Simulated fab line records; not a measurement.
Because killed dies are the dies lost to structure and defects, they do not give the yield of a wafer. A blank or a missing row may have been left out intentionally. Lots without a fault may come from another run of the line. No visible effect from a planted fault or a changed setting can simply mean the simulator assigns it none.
fab line records | flow n5Finfet
record: lots: 4 | wafers: 11 | lastDay: 17
route steps=1938 shown MOL_CONTACT_COAG@551 BEOL_M4@1111 PASSIVATION@1936
lots that met no fault: taken from a fault-free run of the same line
startH: start of the lot's first displayed wafer, in hours after the record's first day | waitH: hours since the lot's step before | " unchanged from the row above | L1.1+2: a single row standing in for several wafers | - no value, or no start was given | * or withheld: withheld | < > ~ a bound
route shown NAME@n: a module of which the file shows steps, and the number in the route of the first | usual: average and standard deviation across the fault-free wafers | same: alike in all rows | chamber/n: place in a boat | sites: readings site by site | _std_site: the values' standard deviation | _edge_site: inner sites' mean taken away from outer sites' mean | radiusMm: for every site, how far away it sits from the centre of the wafer | mask NAME#n: copy n | behind: the last tool/chamber to shape the wafer | hold: why the lot was held/for how many hours/how that ended | device: which transistor (n, p or np) failed to switch | end of line: tests of these same wafers at the route's end | where a step has no rows: the recipe by itself | killed: dies that structure and defects cost at the first sort, which is not the same as the wafer's yield | map: shows each die of a wafer: x if killed, . if not, _ if none is there
set.NAME: the setting the step ran with; set.NAME@STEP: the setting that earlier step ran with | model.NAME: the simulator's own value behind a step, which no gauge read
certain route steps with their lots: each step a table, each wafer a row
services: the hour from which a tool's chamber was out of use, counted from the record's first day as startH (under 0 if before that day), plus the number of hours and why
== steps ==
step: N5_MOL_CONTACT_COAG_SPUTTER_130
recipe: material: Co | targetThkA: 475 | tempC: 25 | chamberPressurePa: 0.5 | powerW: 3000
step: N5_MOL_CONTACT_COAG_PRECLEAN_125
recipe: chemistry: DIW | timeS: 57.5 | tempC: 23
step: N5_MOL_CONTACT_COAG_SRD_126
recipe: dryTimeS: 32 | dry: n2Spin | spinRpm: 1500
step: N5_MOL_CONTACT_COAG_CMP_23
recipe: stopOn: SiO2 | tOverpolishS: 1.5 | postCmpClean: cuAlkaline | downForcePsi: 2 | platenRpm: 50.289 | padVelocityMS: 1.0006 | targetThkNm: 0
step: N5_MOL_CONTACT_COAG_WET_ETCH_26
recipe: target: Co | targetDepthNm: 13
step: N5_MOL_CONTACT_COAG_WET_ETCH_116
recipe: chemistry: SC1-inhibited | targetDepthNm: 4.6 | dry: ipaMarangoni | rinseTimeS: 30 | rinseTempC: 23
step: N5_MOL_CONTACT_COAG_ALD_27
recipe: material: SiOC | targetThkA: 170 | tempC: 400 | aldPrecursorFamily: carbosiloxane | aldCoReactant: H2-plasma | pulseTimeS: 1.5 | timeS: 2720 | purgeTimeS: 2 | coReactantPurgeTimeS: 2 | aldCycles: 340 | pressureTorr: 2
step: N5_MOL_CONTACT_COAG_CMP_28
recipe: stopOn: SiNx | tOverpolishS: 0.85 | postCmpClean: alkalineBrush | downForcePsi: 4.15 | platenRpm: 51.8 | padVelocityMS: 1.0307 | targetThkNm: 14.522
step: N5_MOL_CONTACT_COAG_ALD_123
recipe: material: SiNx | targetThkA: 50 | tempC: 400 | aldPrecursorFamily: SiH2I2 | aldCoReactant: N2/H2-plasma | pulseTimeS: 1 | purgeTimeS: 2 | coReactantPurgeTimeS: 2 | aldCycles: 100 | pressureTorr: 2
step: N5_MOL_CONTACT_COAG_PECVD_31
recipe: material: SiO2 | targetThkA: 460 | tempC: 400 | precursor: TEOS/O2 | pressureTorr: 6.5 | rfW: withheld | teosFlowSccm: withheld | gas: O2 | flowSccm: 2650 | timeS: 8.9
usual: susceptorTempC: 400.01/0.21
lot.wafer | tool     | chamber | startH | waitH | susceptorTempC | model.SiO2_of_MOL_CONTACT_COAG_PECVD_31.thkNm
L579.1    | pecvd-04 | 0       | 129.34 | 0.3   | 399.85         | 46.2
L579.5    | "        | 0       | "      | "     | 400.11         | 47.6
L579.6    | "        | 1       | "      | "     | 400.02         | 46.8
L589.1    | pecvd-04 | 1       | 197.48 | 0.3   | 396.70         | 45.8
L589.2    | "        | 0       | "      | "     | 396.58         | 46.8
L589.3    | "        | 2       | "      | "     | 396.34         | 46.2
L590.2    | pecvd-04 | 0       | 199.62 | 0.3   | 396.16         | 47.4
L590.4    | "        | 2       | "      | "     | 396.63         | 47.8
L590.5    | "        | 0       | "      | "     | 396.26         | 47.6
L594.1    | pecvd-01 | 0       | 225.52 | 0.3   | 399.90         | 45.6
L594.2    | "        | 2       | "      | "     | 400.42         | 45.2
step: N5_MOL_CONTACT_COAG_COAT_75
recipe: resist: SOC | tempC: 250 | timeS: 60 | spinRpm: 1500 | resistThkNm: 60
step: N5_MOL_CONTACT_COAG_COAT_76
recipe: resist: SiARC | tempC: 220 | timeS: 60 | spinRpm: 1500 | resistThkNm: 10
step: N5_MOL_CONTACT_COAG_COAT_77
recipe: resist: underlayer | tempC: 205 | timeS: 60 | spinRpm: 1500 | resistThkNm: 10
step: N5_MOL_CONTACT_COAG_COAT_78
recipe: resist: CAR-EUV | spinRpm: 1500 | resistThkNm: 40
step: N5_MOL_CONTACT_COAG_EBR_80
recipe: solvent: PGMEA | ebrWidthMm: 1.5
step: N5_MOL_CONTACT_COAG_SOFTBAKE_79
recipe: tempC: 110 | timeS: 60 | resist: CAR-EUV
step: N5_MOL_CONTACT_COAG_EXPOSE_81
recipe: maskId: VG | na: 0.33 | sourceShape: annular | sigmaInner: 0.3 | sigmaOuter: 0.7 | polarization: unpolarized | defocusNm: 0 | doseMj: 59.5
step: N5_MOL_CONTACT_COAG_PEB_82
recipe: pebTempC: 100 | pebTimeS: 60 | resist: CAR-EUV
step: N5_MOL_CONTACT_COAG_DEVELOP_83
recipe: developTimeS: 30 | developer: TMAH | resist: CAR-EUV | rinseLiquid: surfactantRinse | dry: airSpin | devTempC: 23
step: N5_MOL_CONTACT_COAG_DESCUM_88
recipe: chemistry: O2 | timeS: 7 | sourcePowerW: 50 | biasPowerW: 20 | pressureMtorr: 20 | rfFrequencyHz: 2.712e+07 | tempC: 40 | resist: CAR-EUV | o2FlowSccm: 225
step: N5_MOL_CONTACT_COAG_ETCH_89
recipe: chemistry: N2/H2 | target: underlayer | targetDepthA: 130 | maskMaterial: CAR-EUV | timeS: 10.4 | ionEnergyEv: 200 | pressureMtorr: 30 | sourceW: 840 | biasW: 150 | n2FlowSccm: 200 | h2FlowSccm: 200 | ends: cleared
step: N5_MOL_CONTACT_COAG_ETCH_90
recipe: chemistry: CF4 | target: SiARC | targetDepthA: 130 | maskMaterial: CAR-EUV | timeS: 21.7 | ionEnergyEv: 80 | pressureMtorr: 40 | sourceW: 545 | biasW: 36 | Ar_flow_sccm: 100 | cf4FlowSccm: 100 | ends: cleared
step: N5_MOL_CONTACT_COAG_ALD_131
recipe: material: SiO2 | targetThkA: 50 | tempC: 100 | aldPrecursorFamily: BDEAS | aldCoReactant: O2-plasma | pulseTimeS: 1 | coReactantPulseTimeS: 1 | purgeTimeS: 2 | coReactantPurgeTimeS: 2 | aldCycles: 35 | pressureTorr: 2
step: N5_MOL_CONTACT_COAG_ETCHBACK_132
recipe: chemistry: CHF3 | target: SiO2 | targetDepthA: 100 | timeS: 6.7 | ionEnergyEv: 200 | pressureMtorr: 30 | sourceW: 610 | biasW: 170 | Ar_flow_sccm: 200 | CHF3_flow_sccm: 50
step: N5_MOL_CONTACT_COAG_ETCH_91
recipe: chemistry: N2/H2 | target: SOC | targetDepthA: 600 | overetchA: 210 | maskMaterial: SiARC | tempC: 40 | timeS: 101.2 | ionEnergyEv: 200 | pressureMtorr: 30 | sourceW: 840 | biasW: 150 | n2FlowSccm: 200 | h2FlowSccm: 200
step: N5_MOL_CONTACT_COAG_STRIP_92
recipe: chemistry: N2/H2 | tempC: 40 | n2FlowSccm: 200 | h2FlowSccm: 200 | rfFrequencyHz: 6e+07
step: N5_MOL_CONTACT_COAG_STRIP_93
recipe: chemistry: N2/H2 | tempC: 40 | n2FlowSccm: 200 | h2FlowSccm: 200 | rfFrequencyHz: 6e+07
step: N5_MOL_CONTACT_COAG_ETCHBACK_135
recipe: chemistry: CHF3 | target: SiO2 | targetDepthA: 250 | timeS: 16.7 | ionEnergyEv: 200 | pressureMtorr: 30 | sourceW: 610 | biasW: 170 | Ar_flow_sccm: 200 | CHF3_flow_sccm: 50
step: N5_MOL_CONTACT_COAG_STRIP_118
recipe: chemistry: CHF3 | resist: SiARC | rfFrequencyHz: 6e+07
step: N5_MOL_CONTACT_COAG_VIA_ETCH_46
recipe: chemistry: C4F6/O2 | targetDepthA: 460 | overetchA: 92 | maskMaterial: SOC | target: SiO2 | biasW: 455 | pressureMtorr: 10 | timeS: 40 | sourceW: 325 | Ar_flow_sccm: 300 | C4F6_flow_sccm: 10 | O2_flow_sccm: 10 | ionEnergyEv: 575.3 | ends: endPoint
usual: chamberPressureMTorr: 10.000/0.0087 | drypumpMotorCurrentA: 5.5/0.44 | oesProductAu: 0.74/0.077 | rfVppV: 1608/50 | showerheadPlenumPTorr: 2.88/0.083 | throttleValvePct: 40.7/0.57
lot.wafer | tool       | chamber | startH | waitH | chamberPressureMTorr | drypumpMotorCurrentA | oesProductAu | rfHoursCounterH | rfVppV | showerheadPlenumPTorr | throttleValvePct | model.etch.depthNm
L579.1    | rieDiel-04 | 2       | 130.72 | 0.0   | 9.996                | 4.9                  | 0.78         | 34              | 1630   | 2.90                  | 41.3             | 46.23
L579.5    | "          | 2       | "      | "     | 10.010               | 5.0                  | 0.80         | -               | 1632   | 2.90                  | 41.2             | 47.59
L579.6    | "          | 1       | "      | "     | 10.001               | 5.1                  | 0.87         | -               | 1570   | 3.04                  | 40.2             | 46.85
L589.1    | rieDiel-01 | 3       | 198.64 | 0.0   | 10.019               | 4.8                  | 0.70         | 102             | 1524   | 2.86                  | 40.8             | 45.71
L589.2    | "          | 0       | "      | "     | 9.996                | 5.7                  | 0.66         | 184             | 1669   | 2.94                  | 40.3             | 46.85
L589.3    | "          | 2       | "      | "     | 10.006               | 5.6                  | 0.79         | 33              | 1586   | 2.91                  | 41.6             | 46.18
L590.2    | rieDiel-04 | 1       | 200.94 | 0.0   | 9.999                | 5.2                  | 0.82         | 28              | 1570   | 3.03                  | 40.3             | 47.45
L590.4    | "          | 2       | "      | "     | 10.004               | 5.0                  | 0.76         | -               | 1630   | 2.89                  | 41.3             | 47.89
L590.5    | "          | 2       | "      | "     | 10.007               | 5.0                  | 0.75         | -               | 1631   | 2.88                  | 41.3             | 47.62
L594.1    | rieDiel-01 | 1       | 226.49 | 0.0   | 9.993                | 5.5                  | 0.79         | 27              | 1687   | 2.90                  | 40.1             | 45.57
L594.2    | "          | 0       | "      | "     | 10.008               | 5.7                  | 0.64         | 194             | 1668   | 2.94                  | 40.3             | 45.29
step: N5_MOL_CONTACT_COAG_STRIP_96
recipe: chemistry: N2/H2 | powerW: 500 | tempC: 40 | pressureMtorr: 50 | rfFrequencyHz: 6e+07 | overashFraction: 0.3 | biasPowerW: 28 | h2Frac: 0.5 | n2FlowSccm: 300 | h2FlowSccm: 300
step: N5_MOL_CONTACT_COAG_ETCH_47
recipe: chemistry: CH3F/O2 | target: SiNx | targetDepthA: 270 | maskMaterial: SiO2 | stopOn: W | overEtchFrac: 0.2 | ionEnergyEv: 120 | endpoint: OES-CN | pressureMtorr: 30 | sourceW: 395 | biasW: 73 | Ar_flow_sccm: 150 | CH3F_flow_sccm: 30 | O2_flow_sccm: 20 | ends: endPoint
step: N5_MOL_CONTACT_COAG_STRIP_119
recipe: chemistry: N2/H2 | timeS: 30 | powerW: 1000 | tempC: 250 | pressureMtorr: withheld | n2FlowSccm: 1750 | h2FlowSccm: 3250
step: N5_MOL_CONTACT_COAG_PRECLEAN_144
recipe: chemistry: alkalineClean | tempC: 60 | timeS: 60 | doPpb: 50
step: N5_MOL_CONTACT_COAG_SRD_145
recipe: dry: ipaMarangoni | timeS: 30 | tempC: 23 | rinseLiquid: diw
step: N5_MOL_CONTACT_COAG_CMP_52
recipe: stopOn: SiO2 | tOverpolishS: 1.5 | postCmpClean: wDiluteNh4oh | downForcePsi: 4 | platenRpm: 50.289 | padVelocityMS: 1.0006 | targetThkNm: 66.5
usual: motorCurrentA: 12.3/1.8 | overpolishRunS: 1.500/0.0096 | timeToEndpointS: 13.4/2.6
lot.wafer | tool   | chamber | startH | waitH | motorCurrentA | overpolishRunS | timeToEndpointS | model.SiO2_of_MOL_CONTACT_COAG_PECVD_31.thkNm
L579.1    | cmp-04 | 3       | 133.25 | 0.1   | 10.8          | 1.491          | 11.9            | 44.2
L579.5    | "      | 1       | "      | "     | 10.5          | 1.485          | 16.8            | 45.6
L579.6    | "      | 2       | "      | "     | 11.3          | 1.517          | 10.6            | 44.8
L589.1    | cmp-01 | 2       | 200.88 | 0.0   | 13.9          | 1.510          | 12.1            | 43.6
L589.3    | "      | 0       | "      | "     | 13.4          | 1.497          | 11.1            | 44.2
L589.2    | "      | 1       | "      | "     | 12.8          | 1.511          | 7.9             | 44.8
L590.2    | cmp-01 | 0       | 203.39 | 0.1   | 13.1          | 1.502          | 12.0            | 45.4
L590.4    | "      | 1       | "      | "     | 12.5          | 1.490          | 10.6            | 45.8
L590.5    | "      | 2       | "      | "     | 14.6          | 1.502          | 18.6            | 45.6
L594.1    | cmp-02 | 3       | 228.99 | 0.1   | 11.9          | 1.479          | 9.7             | 43.4
L594.2    | "      | 0       | "      | "     | 13.1          | 1.488          | 9.8             | 43.2
step: N5_BEOL_M4_RC_MEAS_101
usual: DIBL_N: 36.2/2.2 | DIBL_P: 36.5/3 | IOFF_N: 0.16/0.039 | IOFF_P: 0.22/0.047 | ION_N: 675/15 | ION_P: 463/10 | SS_N: 71.6/0.71 | SS_P: 73.4/0.94 | VT_N: 250/3.6 | VT_P: -250/3.9
lot.wafer | tool      | chamber | startH | waitH | DIBL_N[mV/V] | DIBL_P[mV/V] | IOFF_N[nA/um] | IOFF_P[nA/um] | ION_N[uA/um] | ION_P[uA/um] | SS_N[mV/dec] | SS_P[mV/dec] | VT_N[mV] | VT_P[mV]
L579.1    | prober-02 | 0       | 200.80 | 0.0   | 36.8         | 38.3         | 0.19          | 0.26          | 665          | 460          | 72.2         | 75.0         | 245      | -245
L579.5    | "         | 0       | "      | "     | 39.2         | 40.2         | 0.23          | 0.30          | 683          | 463          | 72.6         | 75.2         | 247      | -246
L579.6    | "         | 0       | "      | "     | 37.2         | 38.9         | 0.19          | 0.28          | 673          | 465          | 71.4         | 75.3         | 249      | -246
L589.1    | prober-02 | 0       | 271.97 | 0.0   | 34.3         | 34.9         | 0.12          | 0.18          | 655          | 455          | 70.4         | 72.6         | 251      | -252
L589.2    | "         | 0       | "      | "     | 36.5         | 38.4         | 0.16          | 0.25          | 665          | 465          | 72.4         | 74.0         | 250      | -249
L589.3    | "         | 0       | "      | "     | 34.4         | 34.6         | 0.11          | 0.15          | 654          | 454          | 71.1         | 72.7         | 257      | -253
L590.2    | prober-02 | 0       | 280.30 | 0.2   | 34.7         | 33.9         | 0.14          | 0.17          | 669          | 451          | 71.6         | 72.9         | 249      | -255
L590.4    | "         | 0       | "      | "     | 31.0         | 29.2         | 0.09          | 0.13          | 645          | 446          | 70.2         | 71.6         | 255      | -255
L590.5    | "         | 0       | "      | "     | 36.7         | 37.9         | 0.19          | 0.25          | 703          | 483          | 71.9         | 73.2         | 246      | -247
L594.1    | prober-01 | 0       | 289.05 | 0.0   | 36.6         | 38.2         | 0.16          | 0.21          | 672          | 454          | 72.0         | 73.7         | 250      | -252
L594.2    | "         | 0       | "      | "     | 35.8         | 37.8         | 0.14          | 0.20          | 690          | 470          | 71.6         | 73.6         | 250      | -253
step: N5_PASSIVATION_PROBE_49
usual: defectLimitedYield: 91.5/1.5 | killed_at_M0_to_M3: 32/10 | killed_at_M4_up: 13/4.9 | killedAtContacts: 13/6.1 | killedAtFrontEnd: 38/11 | killedAtOther: 3/3.2 | killedDies: 101/18 | killedOnRim: 13/4.4 | killedOpen: 66/13 | killedShort: 32/8.3 | sort_bin_5_function: 5.0/1 | sort_bin_6_memory: 3.2/0.74 | sort_bin_8_speed: 0.1/1.1 | sortNPass: 1078/22 | sortYieldPct: 91.3/1.9
same: grossDies: 1180 | killedAtBackSide: 0 | sort_bin_4_leakage[%]: 0
lot.wafer | tool      | chamber | startH | waitH | defectLimitedYield[%] | killed_at_M0_to_M3 | killed_at_M4_up | killedAtContacts | killedAtFrontEnd | killedAtOther | killedDies | killedOnRim | killedOpen | killedShort | sort_bin_5_function[%] | sort_bin_6_memory[%] | sort_bin_8_speed[%] | sortNPass | sortYieldPct[%]
L579.1    | prober-01 | -       | 311.47 | 0.0   | 88.9                  | 36                 | 11              | 6                | 75               | 3             | 131        | 13          | 87         | 39          | 6.8                    | 4.0                  | 0                   | 1049      | 88.9
L579.5    | prober-01 | -       | 311.67 | 0.2   | 91.4                  | 39                 | 12              | 10               | 32               | 9             | 102        | 22          | 70         | 25          | 5.9                    | 2.5                  | 0                   | 1078      | 91.4
L579.6    | prober-01 | -       | 311.72 | 0.3   | 89.2                  | 36                 | 13              | 18               | 59               | 2             | 128        | 14          | 76         | 48          | 5.7                    | 4.9                  | 0                   | 1052      | 89.2
L589.1    | prober-01 | -       | 386.73 | 0.0   | 91.2                  | 27                 | 16              | 7                | 49               | 5             | 104        | 21          | 69         | 34          | 5.3                    | 3.3                  | 0                   | 1076      | 91.2
L589.2    | prober-01 | -       | 386.78 | 0.1   | 92.5                  | 25                 | 16              | 2                | 36               | 10            | 89         | 14          | 55         | 33          | 4.9                    | 2.3                  | 0                   | 1091      | 92.5
L589.3    | prober-01 | -       | 386.83 | 0.1   | 91.3                  | 27                 | 14              | 6                | 54               | 2             | 103        | 16          | 66         | 33          | 4.4                    | 3.8                  | 0                   | 1077      | 91.3
L590.2    | prober-02 | -       | 386.76 | 0.1   | 93.2                  | 29                 | 7               | 11               | 33               | 0             | 80         | 9           | 53         | 26          | 3.8                    | 3.0                  | 0                   | 1100      | 93.2
L590.4    | prober-02 | -       | 386.86 | 0.2   | 92.9                  | 28                 | 9               | 12               | 33               | 2             | 84         | 10          | 56         | 27          | 4.6                    | 2.5                  | 0.2                 | 1094      | 92.7
L590.5    | prober-02 | -       | 386.91 | 0.2   | 91.2                  | 37                 | 15              | 11               | 35               | 6             | 104        | 20          | 69         | 34          | 5.1                    | 3.2                  | 0                   | 1076      | 91.2
L594.1    | prober-02 | -       | 402.51 | 0.0   | 92.8                  | 19                 | 18              | 6                | 41               | 1             | 85         | 11          | 56         | 28          | 4.0                    | 2.9                  | 0                   | 1095      | 92.8
L594.2    | prober-02 | -       | 402.56 | 0.1   | 90.9                  | 31                 | 20              | 16               | 36               | 4             | 107        | 15          | 74         | 30          | 5.2                    | 3.9                  | 0                   | 1073      | 90.9
killed by level:class
L579.1 STI_FIN_REVEAL:geometricParticle:open=29 FIN_SAQP:geometricParticle:open=10 FIN_SAQP:geometricParticle:short=10 BEOL_M0:geometricParticle:open=10 BEOL_M4:geometricParticle:open=9 BEOL_M0_SAQP:geometricParticle:short=8 BEOL_M0_SAQP:geometricParticle:open=7 GATE_CUT:geometricParticle:open=5
L579.5 STI_FIN_REVEAL:geometricParticle:open=11 MOL_CONTACT_COAG:geometricParticle:open=9 BEOL_M0_SAQP:geometricParticle:open=9 FIN_SAQP:geometricParticle:open=5 BEOL_M0:geometricParticle:open=5 BEOL_M2:geometricParticle:open=5 BEOL_M3:geometricParticle:open=5 BEOL_M2:geometricParticle:short=4
L579.6 FIN_SAQP:geometricParticle:open=17 FIN_SAQP:geometricParticle:short=16 MOL_CONTACT_COAG:geometricParticle:open=15 BEOL_M0_SAQP:geometricParticle:short=12 STI_FIN_REVEAL:geometricParticle:open=11 BEOL_M0_SAQP:geometricParticle:open=10 BEOL_M2:geometricParticle:open=6 BEOL_M4:geometricParticle:open=5
L589.1 FIN_SAQP:geometricParticle:short=12 STI_FIN_REVEAL:geometricParticle:open=10 FIN_SAQP:geometricParticle:open=8 BEOL_M2:geometricParticle:open=8 BEOL_M1:geometricParticle:open=7 BEOL_M4:geometricParticle:open=6 GATE_CUT:geometricParticle:short=5 MOL_CONTACT_COAG:geometricParticle:open=5
L590.2 BEOL_M0_SAQP:geometricParticle:short=11 MOL_CONTACT_COAG:geometricParticle:open=9 STI_FIN_REVEAL:geometricParticle:open=5 DUMMY_GATE:geometricParticle:open=5 BEOL_M1:geometricParticle:open=5 BEOL_M3:geometricParticle:open=5 BEOL_M0_SAQP:geometricParticle:open=4 GATE_CUT:geometricParticle:short=4
L589.2 FIN_SAQP:geometricParticle:short=8 STI_FIN_REVEAL:geometricParticle:open=7 FIN_SAQP:geometricParticle:open=6 BEOL_M1:geometricParticle:open=6 MIM_TOP_ETCH:geometricParticle:open=5 DUMMY_GATE:geometricParticle:open=4 BEOL_M0_SAQP:geometricParticle:open=4 BEOL_M2:geometricParticle:open=4
L589.3 STI_FIN_REVEAL:geometricParticle:open=19 GATE_CUT:geometricParticle:open=8 FIN_SAQP:geometricParticle:short=7 BEOL_M3:geometricParticle:open=7 BEOL_M4:geometricParticle:open=7 GATE_CUT:geometricParticle:short=6 BEOL_M2:geometricParticle:open=5 STI_FIN_REVEAL:geometricParticle:short=4
L590.4 MOL_CONTACT_COAG:geometricParticle:open=9 BEOL_M3:geometricParticle:open=9 GATE_CUT:geometricParticle:short=7 BEOL_M0_SAQP:geometricParticle:open=7 STI_FIN_REVEAL:geometricParticle:open=6 BEOL_M0_SAQP:geometricParticle:short=6 BEOL_M4:geometricParticle:open=4 STARTING-WAFER:geometricParticle:open=4
L590.5 BEOL_M0_SAQP:geometricParticle:open=16 BEOL_M0_SAQP:geometricParticle:short=12 MOL_CONTACT_COAG:geometricParticle:open=9 FIN_SAQP:geometricParticle:open=6 BEOL_M3:geometricParticle:open=6 STI_FIN_REVEAL:geometricParticle:open=5 BEOL_M5:geometricParticle:open=5 DUMMY_GATE:geometricParticle:open=4
L594.1 FIN_SAQP:geometricParticle:open=10 FIN_SAQP:geometricParticle:short=7 STI_FIN_REVEAL:geometricParticle:open=6 MOL_CONTACT_COAG:geometricParticle:open=5 BEOL_M0_SAQP:geometricParticle:open=5 BEOL_M3:geometricParticle:open=5 BEOL_M4:geometricParticle:open=4 STARTING-WAFER:geometricParticle:open=4
L594.2 MOL_CONTACT_COAG:geometricParticle:open=16 FIN_SAQP:geometricParticle:open=10 BEOL_M4:geometricParticle:open=10 BEOL_M2:geometricParticle:open=9 BEOL_M0_SAQP:geometricParticle:open=8 FIN_SAQP:geometricParticle:short=7 BEOL_M0_SAQP:geometricParticle:short=6 BEOL_M4:geometricParticle:short=5
== services ==
tool       | chamber | startH | hours | kind
cmp-01     | -       | 110.09 | 5.6   | pm
rieDiel-01 | 0       | 114.92 | 6.0   | repair
pecvd-04   | 2       | 115.95 | 6.9   | repair
cmp-04     | -       | 117.45 | 1.1   | repair
pecvd-01   | -       | 120.19 | 2.0   | repair
cmp-02     | -       | 120.21 | 4.8   | pm
cmp-04     | -       | 121.91 | 4.0   | pm
cmp-02     | -       | 125.63 | 1.4   | repair
pecvd-01   | -       | 126.90 | 0.9   | repair
cmp-01     | -       | 135.99 | 0.7   | repair
cmp-04     | -       | 138.52 | 3.1   | repair
cmp-02     | -       | 152.67 | 0.9   | repair
cmp-04     | -       | 163.46 | 1.9   | repair
rieDiel-04 | 0       | 165.14 | -     | clean
rieDiel-04 | 0       | 165.14 | -     | consumableReplace:focusRing
rieDiel-04 | 0       | 165.14 | 17.2  | scheduledDown
rieDiel-04 | 0       | 165.14 | 17.2  | ventCycle
pecvd-04   | -       | 170.44 | 0.4   | repair
rieDiel-04 | 1       | 173.76 | 7.8   | repair
rieDiel-04 | 3       | 182.36 | -     | clean
rieDiel-04 | 3       | 182.36 | -     | consumableReplace:focusRing
pecvd-04   | -       | 190.11 | 0.7   | repair
pecvd-04   | 2       | 206.38 | 3.8   | repair
cmp-01     | -       | 214.55 | 4.0   | pm
== key ==
firstSign: step: N5_MOL_CONTACT_COAG_PECVD_31 | reading: susceptorTempC | direction: down | sigmas: 17 | usual: * | struck: *
effect none on later readings
modelEffect: step: N5_MOL_CONTACT_COAG_PECVD_31 | value: SiO2_of_MOL_CONTACT_COAG_PECVD_31.thkNm | without: 46 | struck: 46.93
modelEffect: step: N5_MOL_CONTACT_COAG_VIA_ETCH_46 | value: etch.depthNm | without: 46 | struck: 46.95
modelEffect: step: N5_MOL_CONTACT_COAG_CMP_52 | value: SiO2_of_MOL_CONTACT_COAG_PECVD_31.thkNm | without: 43.93 | struck: 44.9
metAt N5_MOL_CONTACT_COAG_PECVD_31
struckWafers L589.1,L589.2,L589.3,L590.2,L590.4,L590.5
onsetBetween 129.34 197.48
fault: kind: processParameterDrift | tool: pecvd-04 | chamber: - | onsetH: 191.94 | steps: N5_MOL_CONTACT_COAG_PECVD_31 | channel: tempC | offset: * | shape: step | endH: 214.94 | actsIn: * | stated: *
